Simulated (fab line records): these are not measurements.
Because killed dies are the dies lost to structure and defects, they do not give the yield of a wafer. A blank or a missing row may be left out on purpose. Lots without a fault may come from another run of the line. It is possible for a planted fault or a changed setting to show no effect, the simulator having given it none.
Split-lot study -- flow n5Finfet -- on a route of 1938 steps: 7 lots, 21 wafers read

== THE SPLIT ==
At N5_BEOL_M10_VIA_ETCH_34 (etches SiCOH lowk in C4F6/O2, target depth 184.5 nm, time 69.2 s), the setting biasW was moved away from the recipe's 185 W on 2 of the 21 wafers read, by -10.5% to +12.4%. This setting was run at the recipe's value on the other wafers.

The reading is taken at the split's own step.

== THE READING ==
rfVppV, in V, at N5_BEOL_M10_VIA_ETCH_34 (etches SiCOH lowk in C4F6/O2, target depth 184.5 nm, time 69.2 s). On this fab line, fault-free wafers typically give 673 V with a standard deviation of 12 V.

wafer,"tool, chamber at the split","biasW as run, W",against the recipe,"rfVppV, V",against lot-mates on the recipe
L080.2,"rieDiel-02, 2",185,recipe,657,-
L080.3,"rieDiel-02, 1",185,recipe,664,-
L080.6,"rieDiel-02, 1",185,recipe,665,-
L086.2,"rieDiel-02, 2",185,recipe,657,-
L086.3,"rieDiel-02, 0",208,+12.4%,739,+73
L086.5,"rieDiel-02, 0",185,recipe,675,-
L084.1,"rieDiel-03, 1",185,recipe,684,-
L084.4,"rieDiel-03, 0",185,recipe,686,-
L084.5,"rieDiel-03, 3",185,recipe,658,-
L088.1,"rieDiel-03, 0",165.5,-10.5%,626,-64
L088.4,"rieDiel-03, 2",185,recipe,697,-
L088.5,"rieDiel-03, 1",185,recipe,683,-
L087.4,"rieDiel-02, 0",185,recipe,677,-
L087.5,"rieDiel-02, 1",185,recipe,665,-
L087.6,"rieDiel-02, 2",185,recipe,656,-
L091.1,"rieDiel-02, 2",185,recipe,658,-
L091.3,"rieDiel-02, 3",185,recipe,679,-
L091.6,"rieDiel-02, 2",185,recipe,657,-
L096.1,"rieDiel-02, 2",185,recipe,657,-
L096.5,"rieDiel-02, 2",185,recipe,655,-
L096.6,"rieDiel-02, 1",185,recipe,664,-

FIT RESULTS
A straight line over all 21 wafers: rfVppV changes by +4.98 V for each +1% of biasW; r = +0.82; the points scatter about the line by 13 V.
The same after taking each lot's own level away (the mean of its wafers on the recipe; 21 wafers): +5.96 V for each +1%; r = +0.93; scatter 8.5 V.
That fit puts the effect of the largest move of biasW on the reading at 74 V.
From 658.7 to 690.0 V: that is the span of the lots' own levels, equal to 2.6 times the standard deviation above.
In other words, the slope is changed by the lot-to-lot level; the two fits disagree.
Check: +75.5 V against its lot-mates is what the line predicts for one of the wafers moved furthest among these (+12.4%) when that wafer is left out of the fit. It came out at +73 V against them.
Tool readings at the split's step, against how far the setting was moved: rfVppV r = +0.82.

== FURTHER SPLITS ON THESE WAFERS ==
Note: prior to the reading, these wafers also went through further splits. Each is held against what the fit with the lots' levels taken away leaves over:
other split on the same wafers,wafers away from the commonest value,r with rfVppV (lot level and that fit taken away)
N5_BEOL_M5_EXPOSE_25 doseMj,8,+0.01
N5_BEOL_M7_ETCH_61 sourceW,10,+0.00

== FILE'S OWN FIT ==
rfVppV changes by +5.93 V for each +1% of biasW, r = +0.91.
